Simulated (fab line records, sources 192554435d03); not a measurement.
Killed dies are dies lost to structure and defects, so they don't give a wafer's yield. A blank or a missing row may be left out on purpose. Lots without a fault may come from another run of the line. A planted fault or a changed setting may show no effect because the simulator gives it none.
Chamber matching | flow n5_finfet | N5_MOL_CONTACT_COAG_ETCH_90 on rie_diel-01: 4 sister chambers
The step etches SiARC in CF4, target depth 13 nm, time 21.7 s. 16 wafers are shown with their chamber, then 8 later ones without.

WAFERS WITH THEIR CHAMBER
wafer  | chamber | showerhead_plenum_p_Torr (Torr) | throttle_valve_pct (%) | drypump_motor_current_A (A)
L074.2 | 0       | 2.19                            | 15.42                  | 5.1
L074.3 | 3       | 2.17                            | 15.58                  | 5.6
L074.4 | 2       | 2.05                            | 16.13                  | 5.8
L081.1 | 2       | 2.05                            | 16.15                  | 5.9
L081.2 | 0       | 2.19                            | 15.44                  | 5.1
L081.5 | 3       | 2.16                            | 15.60                  | 5.5
L080.4 | 1       | 2.21                            | 15.92                  | 5.6
L080.5 | 1       | 2.21                            | 15.92                  | 5.6
L080.6 | 0       | 2.19                            | 15.45                  | 5.1
L085.1 | 1       | 2.21                            | 15.95                  | 5.6
L085.4 | 2       | 2.04                            | 16.16                  | 5.8
L085.5 | 1       | 2.21                            | 15.96                  | 5.6
L088.2 | 3       | 2.16                            | 15.63                  | 5.5
L088.4 | 2       | 2.04                            | 16.15                  | 5.8
L088.6 | 0       | 2.18                            | 15.47                  | 5.1
L091.1 | 1       | 2.21                            | 15.95                  | 5.5

SIGNATURES (means of the wafers above)
reading                  | chamber 0 | chamber 1 | chamber 2 | chamber 3 | scatter within a chamber
showerhead_plenum_p_Torr | 2.1875    | 2.2100    | 2.0450    | 2.1633    | 0.00449
throttle_valve_pct       | 15.4450   | 15.9400   | 16.1475   | 15.6033   | 0.0192
drypump_motor_current_A  | 5.100     | 5.580     | 5.825     | 5.533     | 0.043
Rule: a wafer's distance from a chamber is the root of the sum, over the readings, of the square of ((its reading less the chamber's mean) divided by the reading's scatter). The wafer belongs to the nearest chamber; if the next one is less than 2 further off, it can't be placed. The scatter: the root of (the sum of the squares of (reading less its chamber's mean) over the shown wafers, divided by (wafers less chambers)).

WAFERS WITHOUT THEIR CHAMBER
wafer  | showerhead_plenum_p_Torr (Torr) | throttle_valve_pct (%) | drypump_motor_current_A (A)
L091.2 | 2.04                            | 16.19                  | 5.8
L091.6 | 2.04                            | 16.19                  | 5.8
L093.2 | 2.18                            | 15.48                  | 5.1
L093.4 | 2.18                            | 15.48                  | 5.1
L093.5 | 2.15                            | 15.66                  | 5.5
L096.1 | 2.15                            | 15.68                  | 5.5
L096.2 | 2.29                            | 15.74                  | 5.8
L096.3 | 2.18                            | 15.50                  | 5.1

WHICH CHAMBER EACH WENT THROUGH
wafer  | from the rows above | in truth
L091.2 | 2                   | 2
L091.6 | 2                   | 2
L093.2 | 0                   | 0
L093.4 | 0                   | 0
L093.5 | 3                   | 3
L096.1 | 3                   | 3
L096.2 | 1                   | 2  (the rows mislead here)
L096.3 | 0                   | 0
Placed correctly: 7 of 8. Can't be placed from these rows: 0. Placed wrongly: 1.
